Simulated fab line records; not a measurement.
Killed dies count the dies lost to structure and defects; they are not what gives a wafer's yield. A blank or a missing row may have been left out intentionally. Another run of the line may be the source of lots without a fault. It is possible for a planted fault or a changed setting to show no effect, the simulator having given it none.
fab line records -- flow n5_finfet -- part 1 of 2: steps 1 to 4 of 6
record lots=20, wafers=60, last_day=21
route steps=1938 shown BEOL_M6@1256 BEOL_M7@1279
lots that met no fault: from a run of the same line without faults
start_h: the number of hours between the record's first day and the start of the first shown wafer of the lot -- wait_h: hours since the lot's step before -- " identical to the entry in the row above -- L1.1+2: a row that stands for several wafers -- - no value, or no start was given -- * or withheld: withheld -- < > ~ a bound
route shown NAME@n: a module of which the file shows steps, and the number in the route of the first -- usual: average and standard deviation across the fault-free wafers -- same: alike in all rows -- chamber/n: place in a boat -- sites: per-site readings -- _std_site: standard deviation of those values -- _edge_site: inner sites' mean taken away from outer sites' mean -- radius_mm: for every site, how far away it sits from the centre of the wafer -- mask NAME#n: copy n -- behind: the tool/chamber that last shaped the wafer -- hold: the reason the lot was held/the length of the hold in hours/how it ended -- device: transistor that didn't switch, given as n, p or np -- end of line: tests of these same wafers at the route's end -- a step without rows: its recipe alone -- killed: not the wafer's yield, but the dies lost to structure and defects at the first sort -- map: a wafer's dies, marking killed ones x, the rest . and places with no die _
set.NAME: the run value of the setting; set.NAME@STEP: its run value at that earlier step -- model.NAME: the simulator's own value behind a step, which no gauge read
route steps across a sampled set of lots; one table per step, one row per wafer
services: the hour from which a tool's chamber was out of use, counted from the record's first day as start_h (under 0 if before that day), plus the number of hours and why
## steps
# step N5_BEOL_M6_ANNEAL_51
# recipe temp_c=225, time_s=90, ambient=N2
# usual wafer_temp_C_max=226.06/0.28
lot.wafer,tool,chamber,start_h,wait_h,wafer_temp_C_max
L077.2,rtp_anneal-02,0,281.36,0.1,225.94
L077.3,rtp_anneal-02,0,281.36,0.1,225.99
L077.5,rtp_anneal-02,0,281.36,0.1,225.86
L076.2,rtp_anneal-01,0,291.62,1.0,226.25
L076.4,rtp_anneal-01,0,291.62,1.0,226.51
L076.6,rtp_anneal-01,0,291.62,1.0,226.13
L080.2,rtp_anneal-02,0,297.06,0.1,225.89
L080.4,rtp_anneal-02,0,297.06,0.1,225.86
L080.5,rtp_anneal-02,0,297.06,0.1,225.70
L078.2,rtp_anneal-02,0,300.94,0.4,226.11
L078.4,rtp_anneal-02,0,300.94,0.4,225.84
L078.5,rtp_anneal-02,0,300.94,0.4,225.72
L082.3,rtp_anneal-01,0,307.94,0.2,226.32
L082.4,rtp_anneal-01,0,307.94,0.2,226.43
L082.6,rtp_anneal-01,0,307.94,0.2,226.19
L079.4,rtp_anneal-02,0,309.98,0.4,226.14
L079.5,rtp_anneal-02,0,309.98,0.4,226.11
L079.6,rtp_anneal-02,0,309.98,0.4,225.88
L086.2,rtp_anneal-01,0,318.28,0.1,225.93
L086.3,rtp_anneal-01,0,318.28,0.1,225.72
L086.4,rtp_anneal-01,0,318.28,0.1,225.85
L081.3,rtp_anneal-02,0,330.02,0.1,226.05
L081.5,rtp_anneal-02,0,330.02,0.1,226.17
L081.6,rtp_anneal-02,0,330.02,0.1,225.76
L084.1,rtp_anneal-02,0,334.47,0.2,226.01
L084.4,rtp_anneal-02,0,334.47,0.2,226.42
L084.5,rtp_anneal-02,0,334.47,0.2,226.14
L083.2,rtp_anneal-02,0,335.28,0.3,225.58
L083.3,rtp_anneal-02,0,335.28,0.3,226.04
L083.6,rtp_anneal-02,0,335.28,0.3,225.92
L085.2,rtp_anneal-01,0,340.78,0.3,226.59
L085.3,rtp_anneal-01,0,340.78,0.3,225.73
L085.4,rtp_anneal-01,0,340.78,0.3,225.90
L090.3,rtp_anneal-01,0,361.29,0.2,226.67
L090.4,rtp_anneal-01,0,361.29,0.2,226.28
L090.6,rtp_anneal-01,0,361.29,0.2,226.42
L089.1,rtp_anneal-01,0,375.26,0.3,226.25
L089.2,rtp_anneal-01,0,375.26,0.3,226.14
L089.4,rtp_anneal-01,0,375.26,0.3,225.90
L088.2,rtp_anneal-02,0,378.61,0.1,226.16
L088.5,rtp_anneal-02,0,378.61,0.1,226.09
L088.6,rtp_anneal-02,0,378.61,0.1,225.94
L087.1,rtp_anneal-01,0,381.00,0.1,226.20
L087.2,rtp_anneal-01,0,381.00,0.1,226.40
L087.6,rtp_anneal-01,0,381.00,0.1,225.86
L091.3,rtp_anneal-01,0,382.59,0.3,225.96
L091.4,rtp_anneal-01,0,382.59,0.3,226.35
L091.5,rtp_anneal-01,0,382.59,0.3,225.87
L092.2,rtp_anneal-01,0,382.82,0.4,225.89
L092.3,rtp_anneal-01,0,382.82,0.4,225.89
L092.5,rtp_anneal-01,0,382.82,0.4,225.81
L094.2,rtp_anneal-02,0,386.19,0.2,225.64
L094.3,rtp_anneal-02,0,386.19,0.2,226.02
L094.4,rtp_anneal-02,0,386.19,0.2,226.06
L093.2,rtp_anneal-01,0,406.86,0.1,226.30
L093.3,rtp_anneal-01,0,406.86,0.1,226.07
L093.6,rtp_anneal-01,0,406.86,0.1,225.99
L097.4,rtp_anneal-02,0,419.79,0.4,226.13
L097.5,rtp_anneal-02,0,419.79,0.4,226.42
L097.6,rtp_anneal-02,0,419.79,0.4,226.11
# step N5_BEOL_M7_DESCUM_16
# recipe chemistry=O2, time_s=7.9, source_power_w=50, bias_power_w=20, pressure_mtorr=20, rf_frequency_hz=2.712e+07, temp_c=40, resist=CAR-ArF, o2_flow_sccm=225
# usual drypump_motor_current_A=5.6/0.5, oes_product_au=0.79/0.093, rf_vpp_V=243.5/1.6, showerhead_plenum_p_Torr=2.12/0.091, throttle_valve_pct=20.43/0.23
lot.wafer,tool,chamber,start_h,wait_h,drypump_motor_current_A,oes_product_au,rf_hours_counter_h,rf_vpp_V,showerhead_plenum_p_Torr,throttle_valve_pct
L077.2,rie_diel-02,3,284.76,0.0,5.7,0.82,106,243.4,2.01,20.65
L077.3,rie_diel-02,0,284.76,0.0,4.8,0.97,7,246.4,2.24,20.71
L077.5,rie_diel-02,1,284.76,0.0,6.4,0.79,-,243.9,2.22,20.49
L076.2,rie_diel-05,3,294.93,0.0,5.7,0.70,194,241.5,1.98,20.26
L076.4,rie_diel-05,1,294.93,0.0,5.5,0.69,235,244.3,2.12,20.42
L076.6,rie_diel-05,2,294.93,0.0,6.1,0.75,-,244.9,2.18,20.32
L080.2,rie_diel-02,3,299.71,0.1,5.7,0.80,110,242.1,2.01,20.66
L080.4,rie_diel-02,2,299.71,0.1,5.0,0.70,245,243.5,2.15,20.52
L080.5,rie_diel-02,0,299.71,0.1,4.8,0.95,-,244.7,2.24,20.71
L078.2,rie_diel-05,2,305.13,0.3,6.1,0.74,161,245.4,2.18,20.33
L078.4,rie_diel-05,1,305.13,0.3,5.6,0.68,238,244.1,2.12,20.41
L078.5,rie_diel-05,2,305.13,0.3,6.1,0.74,-,245.3,2.18,20.33
L082.3,rie_diel-05,3,310.58,0.0,5.7,0.70,200,240.8,1.98,20.27
L082.4,rie_diel-05,0,310.58,0.0,5.0,0.70,208,242.3,1.99,20.70
L082.6,rie_diel-05,2,310.58,0.0,6.1,0.75,-,245.1,2.18,20.35
L079.4,rie_diel-02,1,313.79,0.0,6.4,0.79,116,244.3,2.22,20.50
L079.5,rie_diel-02,0,313.79,0.0,4.8,0.93,-,245.6,2.24,20.70
L079.6,rie_diel-02,1,313.79,0.0,6.4,0.79,-,245.4,2.22,20.51
L086.2,rie_diel-06,3,321.50,0.0,6.1,0.88,44,243.6,2.12,20.33
L086.3,rie_diel-06,1,321.50,0.0,5.5,0.75,125,244.8,2.19,20.25
L086.4,rie_diel-06,3,321.50,0.0,6.1,0.87,-,243.1,2.12,20.35
L081.3,rie_diel-05,3,334.35,0.2,5.8,0.70,206,240.7,1.97,20.29
L081.5,rie_diel-05,2,334.35,0.2,6.1,0.73,-,243.6,2.17,20.36
L081.6,rie_diel-05,3,334.35,0.2,5.8,0.69,-,241.1,1.97,20.29
L084.1,rie_diel-06,0,338.01,0.0,5.8,0.75,171,244.1,2.05,20.47
L084.4,rie_diel-06,2,338.01,0.0,5.6,0.97,5,242.0,2.04,19.83
L084.5,rie_diel-06,2,338.01,0.0,5.5,0.97,-,242.1,2.04,19.84
L083.2,rie_diel-02,3,338.17,0.0,5.7,0.80,125,241.6,2.00,20.68
L083.3,rie_diel-02,0,338.17,0.0,4.8,0.92,24,246.8,2.24,20.74
L083.6,rie_diel-02,1,338.17,0.0,6.4,0.78,-,245.6,2.22,20.54
L085.2,rie_diel-06,0,351.07,0.1,5.8,0.74,176,244.2,2.05,20.46
L085.3,rie_diel-06,2,351.07,0.1,5.5,0.94,10,242.3,2.04,19.86
L085.4,rie_diel-06,3,351.07,0.1,6.0,0.87,54,243.2,2.12,20.35
L090.3,rie_diel-02,2,368.81,0.0,5.0,0.93,13,244.3,2.15,20.22
L090.4,rie_diel-02,0,368.81,0.0,4.8,0.89,-,245.2,2.23,20.74
L090.6,rie_diel-02,2,368.81,0.0,5.0,0.93,-,242.4,2.15,20.23
L089.1,rie_diel-05,2,378.55,0.0,6.1,0.73,185,243.7,2.17,20.37
L089.2,rie_diel-05,3,378.55,0.0,5.7,0.68,221,243.1,1.97,20.31
L089.4,rie_diel-05,2,378.55,0.0,6.1,0.72,-,245.8,2.17,20.37
L088.2,rie_diel-06,1,382.03,0.1,5.6,0.75,142,245.6,2.19,20.29
L088.5,rie_diel-06,2,382.03,0.1,5.5,0.93,-,242.8,2.04,19.86
L088.6,rie_diel-06,1,382.03,0.1,5.5,0.76,-,243.4,2.19,20.28
L087.1,rie_diel-02,1,383.06,0.0,6.4,0.77,140,243.5,2.21,20.55
L087.2,rie_diel-02,0,383.06,0.0,4.8,0.89,39,245.4,2.23,20.75
L087.6,rie_diel-02,0,383.06,0.0,4.9,0.89,-,244.7,2.23,20.75
L091.3,rie_diel-05,0,385.27,0.0,5.0,0.69,231,242.3,1.99,20.74
L091.4,rie_diel-05,3,385.27,0.0,5.7,0.68,224,240.3,1.97,20.31
L091.5,rie_diel-05,2,385.27,0.0,6.1,0.73,-,244.6,2.17,20.37
L092.2,rie_diel-05,1,385.85,0.3,5.6,0.96,0,244.2,2.11,20.05
L092.3,rie_diel-05,3,385.85,0.3,5.7,0.68,224,242.0,1.97,20.32
L092.5,rie_diel-05,3,385.85,0.3,5.7,0.68,-,240.6,1.97,20.31
L094.2,rie_diel-02,1,389.76,0.3,6.4,0.76,141,245.0,2.21,20.55
L094.3,rie_diel-02,2,389.76,0.3,5.0,0.91,19,244.1,2.15,20.23
L094.4,rie_diel-02,3,389.76,0.3,5.7,0.78,139,241.7,2.00,20.70
L093.2,rie_diel-06,1,410.60,0.3,5.5,0.75,152,243.2,2.18,20.31
L093.3,rie_diel-06,0,410.60,0.3,5.8,0.73,191,243.1,2.05,20.50
L093.6,rie_diel-06,2,410.60,0.3,5.5,0.90,-,242.3,2.04,19.86
L097.4,rie_diel-02,0,424.36,0.0,4.8,0.86,50,245.3,2.23,20.76
L097.5,rie_diel-02,2,424.36,0.0,5.0,0.90,-,244.2,2.14,20.25
L097.6,rie_diel-02,3,424.36,0.0,5.7,0.77,-,240.6,1.99,20.72
# step N5_BEOL_M7_ETCH_62
# recipe chemistry=N2/H2, target=SOC, target_depth_a=1100, overetch_a=220, mask_material=SiARC, temp_c=40, time_s=165, ion_energy_ev=200, pressure_mtorr=30, source_w=840, bias_w=150, n2_flow_sccm=200, h2_flow_sccm=200
# usual drypump_motor_current_A=5.6/0.5, h2_flow_sccm=199.9/0.65, n2_flow_sccm=200.0/0.6, oes_product_au=0.67/0.073, rf_vpp_V=524.8/2.9, showerhead_plenum_p_Torr=2.58/0.097, throttle_valve_pct=17.9/0.31
lot.wafer,tool,chamber,start_h,wait_h,drypump_motor_current_A,h2_flow_sccm,n2_flow_sccm,oes_product_au,rf_hours_counter_h,rf_vpp_V,showerhead_plenum_p_Torr,throttle_valve_pct
L077.2,rie_diel-02,3,284.85,0.0,5.7,200.9,199.4,0.68,106,522.2,2.49,18.5
L077.3,rie_diel-02,0,284.85,0.0,4.8,200.6,200.3,0.81,7,527.5,2.69,17.9
L077.5,rie_diel-02,1,284.85,0.0,6.4,200.7,200.8,0.67,-,528.1,2.66,17.6
L076.2,rie_diel-05,3,295.02,0.0,5.7,200.6,200.7,0.61,194,521.0,2.43,17.8
L076.4,rie_diel-05,1,295.02,0.0,5.6,199.0,201.0,0.60,235,525.6,2.63,18.1
L076.6,rie_diel-05,2,295.02,0.0,6.1,199.7,199.6,0.64,-,527.2,2.67,18.0
L080.2,rie_diel-02,3,299.80,0.0,5.7,200.0,200.0,0.68,110,521.3,2.49,18.5
L080.4,rie_diel-02,2,299.80,0.0,5.0,199.5,200.3,0.60,245,526.8,2.61,17.9
L080.5,rie_diel-02,0,299.80,0.0,4.8,199.7,201.2,0.80,-,527.6,2.69,17.9
L078.2,rie_diel-05,2,305.22,0.0,6.1,200.1,199.7,0.63,161,527.8,2.67,18.1
L078.4,rie_diel-05,1,305.22,0.0,5.5,198.7,200.5,0.60,238,526.0,2.63,18.1
L078.5,rie_diel-05,2,305.22,0.0,6.1,200.0,199.7,0.63,-,527.4,2.67,18.1
L082.3,rie_diel-05,3,310.67,0.0,5.7,200.8,201.7,0.61,200,519.8,2.42,17.8
L082.4,rie_diel-05,0,310.67,0.0,5.0,200.0,200.7,0.60,208,519.8,2.41,17.9
L082.6,rie_diel-05,2,310.67,0.0,6.1,200.9,199.6,0.63,-,526.4,2.67,18.1
L079.4,rie_diel-02,1,313.88,0.0,6.4,200.4,199.9,0.66,116,525.6,2.66,17.7
L079.5,rie_diel-02,0,313.88,0.0,4.8,200.6,200.1,0.79,-,528.2,2.69,17.9
L079.6,rie_diel-02,1,313.88,0.0,6.4,200.3,199.6,0.67,-,525.9,2.66,17.7
L086.2,rie_diel-06,3,321.59,0.0,6.1,199.4,200.5,0.75,44,525.3,2.58,17.7
L086.3,rie_diel-06,1,321.59,0.0,5.6,200.3,200.7,0.66,125,527.7,2.64,17.4
L086.4,rie_diel-06,3,321.59,0.0,6.1,200.6,199.5,0.74,-,525.6,2.58,17.7
L081.3,rie_diel-05,3,334.44,0.0,5.8,199.6,200.2,0.60,206,519.7,2.42,17.8
L081.5,rie_diel-05,2,334.44,0.0,6.1,198.2,199.5,0.63,-,525.2,2.67,18.1
L081.6,rie_diel-05,3,334.44,0.0,5.7,199.9,200.6,0.61,-,519.6,2.42,17.8
L084.1,rie_diel-06,0,338.10,0.0,5.8,200.7,200.6,0.63,171,524.4,2.55,18.2
L084.4,rie_diel-06,2,338.10,0.0,5.5,200.3,199.9,0.81,5,521.4,2.48,17.3
L084.5,rie_diel-06,2,338.10,0.0,5.5,199.9,200.4,0.82,-,523.1,2.48,17.3
L083.2,rie_diel-02,3,338.27,0.0,5.7,199.7,199.5,0.68,125,521.6,2.48,18.6
L083.3,rie_diel-02,0,338.27,0.0,4.8,200.7,200.5,0.77,24,527.7,2.68,18.0
L083.6,rie_diel-02,1,338.27,0.0,6.4,199.2,199.7,0.66,-,528.3,2.66,17.7
L085.2,rie_diel-06,0,351.16,0.0,5.8,199.5,200.4,0.63,176,524.2,2.55,18.2
L085.3,rie_diel-06,2,351.16,0.0,5.6,199.3,199.8,0.80,10,522.3,2.48,17.3
L085.4,rie_diel-06,3,351.16,0.0,6.1,200.8,199.6,0.74,54,524.7,2.58,17.7
L090.3,rie_diel-02,2,368.90,0.0,5.0,200.4,199.4,0.77,13,525.5,2.60,17.6
L090.4,rie_diel-02,0,368.90,0.0,4.9,200.0,198.3,0.75,-,528.7,2.68,18.0
L090.6,rie_diel-02,2,368.90,0.0,5.0,199.7,199.7,0.77,-,527.1,2.60,17.6
L089.1,rie_diel-05,2,378.64,0.0,6.1,199.9,200.4,0.62,185,526.0,2.66,18.1
L089.2,rie_diel-05,3,378.64,0.0,5.7,200.9,199.8,0.60,221,521.1,2.42,17.9
L089.4,rie_diel-05,2,378.64,0.0,6.1,199.4,200.1,0.62,-,527.0,2.66,18.1
L088.2,rie_diel-06,1,382.12,0.0,5.6,199.7,200.7,0.65,142,527.2,2.63,17.5
L088.5,rie_diel-06,2,382.12,0.0,5.5,200.3,199.6,0.78,-,523.2,2.48,17.3
L088.6,rie_diel-06,1,382.12,0.0,5.5,199.7,199.8,0.65,-,527.1,2.63,17.5
L087.1,rie_diel-02,1,383.15,0.0,6.4,200.6,201.6,0.65,140,526.3,2.65,17.7
L087.2,rie_diel-02,0,383.15,0.0,4.8,200.1,200.1,0.74,39,527.8,2.68,18.0
L087.6,rie_diel-02,0,383.15,0.0,4.8,199.3,200.6,0.75,-,527.0,2.68,18.0
L091.3,rie_diel-05,0,385.36,0.0,5.0,199.8,199.2,0.58,231,519.6,2.40,18.0
L091.4,rie_diel-05,3,385.36,0.0,5.8,199.6,200.0,0.60,224,519.9,2.41,17.9
L091.5,rie_diel-05,2,385.36,0.0,6.1,200.5,200.8,0.61,-,527.1,2.66,18.1
L092.2,rie_diel-05,1,385.94,0.0,5.6,200.9,199.0,0.83,0,526.1,2.62,17.7
L092.3,rie_diel-05,3,385.94,0.0,5.7,200.3,199.3,0.60,224,519.8,2.41,17.9
L092.5,rie_diel-05,3,385.94,0.0,5.7,199.9,199.2,0.59,-,518.8,2.41,17.8
L094.2,rie_diel-02,1,389.86,0.0,6.4,200.2,200.5,0.66,141,528.5,2.65,17.7
L094.3,rie_diel-02,2,389.86,0.0,5.0,200.5,200.0,0.76,19,526.8,2.60,17.6
L094.4,rie_diel-02,3,389.86,0.0,5.7,199.4,199.4,0.66,139,521.7,2.47,18.6
L093.2,rie_diel-06,1,410.69,0.0,5.6,200.5,201.1,0.65,152,527.0,2.63,17.5
L093.3,rie_diel-06,0,410.69,0.0,5.8,200.3,199.6,0.62,191,523.2,2.54,18.2
L093.6,rie_diel-06,2,410.69,0.0,5.5,200.2,200.5,0.77,-,522.2,2.48,17.3
L097.4,rie_diel-02,0,424.45,0.0,4.8,199.9,200.1,0.73,50,528.7,2.67,18.0
L097.5,rie_diel-02,2,424.45,0.0,5.0,200.4,199.5,0.74,-,524.1,2.59,17.6
L097.6,rie_diel-02,3,424.45,0.0,5.7,201.4,199.3,0.65,-,521.3,2.47,18.6
# step N5_BEOL_M7_ETCH_72
# recipe chemistry=N2/H2, target=underlayer, target_depth_a=65, mask_material=CAR-EUV, time_s=5.2, ion_energy_ev=200, pressure_mtorr=30, source_w=840, bias_w=150, n2_flow_sccm=200, h2_flow_sccm=200, ends=cleared
# usual drypump_motor_current_A=5.6/0.44, etch_rf_on_time_s=5.23/0.18, h2_flow_sccm=199.9/0.6, n2_flow_sccm=200.0/0.57, oes_product_au=0.67/0.076, rf_vpp_V=524/3.1, showerhead_plenum_p_Torr=2.55/0.098, throttle_valve_pct=17.9/0.32
lot.wafer,tool,chamber,start_h,wait_h,drypump_motor_current_A,etch_rf_on_time_s,h2_flow_sccm,n2_flow_sccm,oes_product_au,rf_hours_counter_h,rf_vpp_V,showerhead_plenum_p_Torr,throttle_valve_pct
L077.2,rie_diel-06,3,286.05,0.0,6.0,4.76,200.3,200.2,0.81,30,526,2.59,17.7
L077.3,rie_diel-06,2,286.05,0.0,5.5,5.26,199.0,200.2,0.59,249,522,2.49,17.8
L077.5,rie_diel-06,2,286.05,0.0,5.6,5.27,200.0,199.9,0.59,-,521,2.49,17.8
L076.2,rie_diel-05,3,298.03,0.0,5.8,5.18,199.9,199.7,0.63,195,524,2.43,17.8
L076.4,rie_diel-05,2,298.03,0.0,6.1,5.09,200.4,201.5,0.64,158,528,2.67,18.1
L076.6,rie_diel-05,3,298.03,0.0,5.7,5.17,200.1,200.3,0.62,-,521,2.43,17.8
L080.2,rie_diel-02,3,303.54,0.0,5.7,5.39,199.7,200.1,0.67,111,521,2.49,18.5
L080.4,rie_diel-02,0,303.54,0.0,4.8,5.08,199.3,199.7,0.81,12,527,2.69,18.0
L080.5,rie_diel-02,0,303.54,0.0,4.8,5.09,199.0,199.9,0.81,-,528,2.69,18.0
L078.2,rie_diel-06,3,306.98,0.0,6.0,4.84,199.4,199.8,0.80,38,524,2.58,17.7
L078.4,rie_diel-06,0,306.98,0.0,5.8,5.32,200.1,201.5,0.63,-,524,2.56,18.2
L078.5,rie_diel-06,3,306.98,0.0,6.1,4.83,200.0,199.7,0.79,-,525,2.58,17.7
L082.3,rie_diel-05,2,312.35,0.0,6.1,5.11,200.5,200.7,0.65,163,526,2.67,18.1
L082.4,rie_diel-05,0,312.35,0.0,5.0,5.26,200.3,200.1,0.59,208,519,2.41,18.0
L082.6,rie_diel-05,2,312.35,0.0,6.1,5.11,199.8,200.3,0.63,-,525,2.67,18.1
L079.4,rie_diel-06,3,316.08,0.0,6.0,4.83,199.4,199.3,0.78,-,524,2.58,17.8
L079.5,rie_diel-06,0,316.08,0.0,5.8,5.32,200.0,200.8,0.63,-,524,2.55,18.2
L079.6,rie_diel-06,1,316.08,0.0,5.6,5.24,199.2,199.7,0.67,-,528,2.64,17.4
L086.2,rie_diel-05,2,325.14,0.0,6.1,5.16,201.0,199.6,0.63,168,525,2.67,18.1
L086.3,rie_diel-05,1,325.14,0.0,5.6,5.43,201.6,199.7,0.57,244,525,2.62,18.2
L086.4,rie_diel-05,3,325.14,0.0,5.7,5.21,199.4,199.9,0.62,204,518,2.42,17.9
L081.3,rie_diel-02,3,336.95,0.0,5.7,5.48,199.9,198.9,0.66,124,522,2.48,18.5
L081.5,rie_diel-02,2,336.95,0.0,5.1,5.37,199.8,200.2,0.82,-,524,2.60,17.6
L081.6,rie_diel-02,3,336.95,0.0,5.7,5.49,198.8,199.4,0.66,-,522,2.48,18.5
L084.1,rie_diel-06,3,339.17,0.0,6.1,4.80,200.1,200.2,0.77,50,528,2.58,17.8
L084.4,rie_diel-06,0,339.17,0.0,5.8,5.29,200.2,200.1,0.63,172,524,2.55,18.3
L084.5,rie_diel-06,1,339.17,0.0,5.5,5.22,199.8,200.1,0.65,-,526,2.64,17.5
L083.2,rie_diel-05,2,339.22,0.0,6.1,5.11,199.3,199.6,0.64,172,526,2.67,18.1
L083.3,rie_diel-05,3,339.22,0.0,5.8,5.15,199.2,200.0,0.61,208,520,2.42,17.9
L083.6,rie_diel-05,3,339.22,0.0,5.8,5.12,199.7,200.2,0.62,-,521,2.42,17.9
L085.2,rie_diel-06,3,353.59,0.0,6.0,4.88,198.7,200.3,0.77,55,524,2.58,17.8
L085.3,rie_diel-06,1,353.59,0.0,5.5,5.29,200.0,199.9,0.66,137,528,2.63,17.5
L085.4,rie_diel-06,0,353.59,0.0,5.8,5.40,199.3,200.4,0.62,177,522,2.55,18.2
L090.3,rie_diel-02,2,370.11,0.0,5.0,5.39,200.2,200.5,0.76,14,525,2.60,17.6
L090.4,rie_diel-02,2,370.11,0.0,5.0,5.38,199.6,200.0,0.77,-,526,2.60,17.6
L090.6,rie_diel-02,3,370.11,0.0,5.7,5.54,199.8,199.6,0.65,-,520,2.48,18.6
L089.1,rie_diel-05,3,381.13,0.0,5.7,5.13,200.7,200.2,0.62,222,519,2.41,17.9
L089.2,rie_diel-05,0,381.13,0.0,5.0,5.25,199.5,200.0,0.59,229,519,2.40,18.0
L089.4,rie_diel-05,2,381.13,0.0,6.1,5.18,200.2,199.9,0.62,-,528,2.66,18.1
L088.2,rie_diel-06,2,383.69,0.0,5.5,5.06,199.3,200.5,0.80,18,522,2.48,17.4
L088.5,rie_diel-06,2,383.69,0.0,5.6,5.03,199.8,199.2,0.80,-,521,2.48,17.4
L088.6,rie_diel-06,3,383.69,0.0,6.1,4.87,200.1,200.7,0.75,-,525,2.57,17.8
L087.1,rie_diel-05,0,384.14,0.0,5.0,5.33,199.8,199.4,0.58,230,521,2.40,18.0
L087.2,rie_diel-05,3,384.14,0.0,5.7,5.26,199.6,201.3,0.61,223,519,2.41,17.9
L087.6,rie_diel-05,0,384.14,0.0,5.0,5.26,199.3,199.1,0.59,-,520,2.40,18.0
L091.3,rie_diel-02,0,389.00,0.0,4.8,5.10,200.2,200.8,0.75,40,528,2.68,18.0
L091.4,rie_diel-02,2,389.00,0.0,5.0,5.37,199.1,199.9,0.76,19,524,2.60,17.6
L091.5,rie_diel-02,1,389.00,0.0,6.4,5.45,201.4,199.7,0.64,-,526,2.65,17.8
L092.2,rie_diel-02,1,389.40,0.0,6.4,5.49,200.6,200.6,0.63,141,526,2.65,17.8
L092.3,rie_diel-02,0,389.40,0.0,4.8,5.11,200.8,200.2,0.76,40,529,2.68,18.0
L092.5,rie_diel-02,3,389.40,0.0,5.7,5.41,200.0,200.2,0.64,-,521,2.47,18.6
L094.2,rie_diel-05,0,392.35,0.0,5.0,5.22,200.4,200.5,0.58,233,519,2.40,18.0
L094.3,rie_diel-05,1,392.35,0.0,5.6,5.06,200.4,200.5,0.83,2,525,2.62,17.8
L094.4,rie_diel-05,2,392.35,0.0,6.1,5.05,200.8,201.2,0.62,190,526,2.66,18.1
L093.2,rie_diel-06,1,413.05,0.0,5.6,5.21,199.9,199.9,0.64,153,527,2.63,17.5
L093.3,rie_diel-06,2,413.05,0.0,5.6,5.11,199.8,200.3,0.77,28,524,2.48,17.3
L093.6,rie_diel-06,3,413.05,0.0,6.1,4.79,200.1,200.0,0.76,-,526,2.57,17.8
L097.4,rie_diel-05,2,427.92,0.0,6.1,5.14,200.1,199.9,0.60,201,525,2.66,18.1
L097.5,rie_diel-05,3,427.92,0.0,5.7,5.16,200.7,200.1,0.59,-,520,2.41,17.9
L097.6,rie_diel-05,0,427.92,0.0,5.0,5.23,200.4,199.7,0.58,-,521,2.39,18.1
